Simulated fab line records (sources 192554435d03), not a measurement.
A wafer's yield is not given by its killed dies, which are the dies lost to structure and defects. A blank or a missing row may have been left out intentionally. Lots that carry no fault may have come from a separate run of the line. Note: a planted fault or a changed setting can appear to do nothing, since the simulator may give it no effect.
Chamber matching || flow n5-finfet || N5_BEOL_M0_PRE_CLEAN_131 on cvd-co-01: 3 sister chambers
The step time 15 s. 3 wafers are shown with their chamber, then 12 later ones without.

## WAFERS, EACH WITH ITS CHAMBER
{"wafer": "L087.4", "chamber": 0, "heater-power-w (W)": 119}
{"wafer": "L087.5", "chamber": 1, "heater-power-w (W)": 74}
{"wafer": "L087.6", "chamber": 2, "heater-power-w (W)": 44}

## WAFERS WHOSE CHAMBER IS MISSING
{"wafer": "L092.2", "heater-power-w (W)": 76}
{"wafer": "L092.3", "heater-power-w (W)": 44}
{"wafer": "L092.5", "heater-power-w (W)": 116}
{"wafer": "L094.2", "heater-power-w (W)": 118}
{"wafer": "L094.4", "heater-power-w (W)": 77}
{"wafer": "L094.5", "heater-power-w (W)": 44}
{"wafer": "L095.1", "heater-power-w (W)": 45}
{"wafer": "L095.2", "heater-power-w (W)": 76}
{"wafer": "L095.3", "heater-power-w (W)": 115}
{"wafer": "L097.1", "heater-power-w (W)": 75}
{"wafer": "L097.3", "heater-power-w (W)": 44}
{"wafer": "L097.4", "heater-power-w (W)": 44}

## WHICH CHAMBER EACH WENT THROUGH
{"wafer": "L092.2", "from the rows above": 1, "in truth": 1}
{"wafer": "L092.3", "from the rows above": 2, "in truth": 2}
{"wafer": "L092.5", "from the rows above": 0, "in truth": 0}
{"wafer": "L094.2", "from the rows above": 0, "in truth": 0}
{"wafer": "L094.4", "from the rows above": 1, "in truth": 1}
{"wafer": "L094.5", "from the rows above": 2, "in truth": 2}
{"wafer": "L095.1", "from the rows above": 2, "in truth": 2}
{"wafer": "L095.2", "from the rows above": 1, "in truth": 1}
{"wafer": "L095.3", "from the rows above": 0, "in truth": 0}
{"wafer": "L097.1", "from the rows above": 1, "in truth": 1}
{"wafer": "L097.3", "from the rows above": 2, "in truth": 2}
{"wafer": "L097.4", "from the rows above": 2, "in truth": 2}
Correct placement for 12 of the 12. Not placeable from these rows: 0. 0 placed wrongly.
How it was worked out, from the rows above alone: a wafer's distance from a chamber is the root of the sum, over the readings, of the square of ((its reading less the chamber's mean) divided by the reading's scatter). The wafer belongs to the nearest chamber; if the next one is less than 2 further off, it can't be placed. For every chamber, the mean is computed from those of its wafers that are shown. The scatter: with one shown wafer a chamber, the root of the mean of the squares of how far each hidden wafer lies from its nearest shown one.
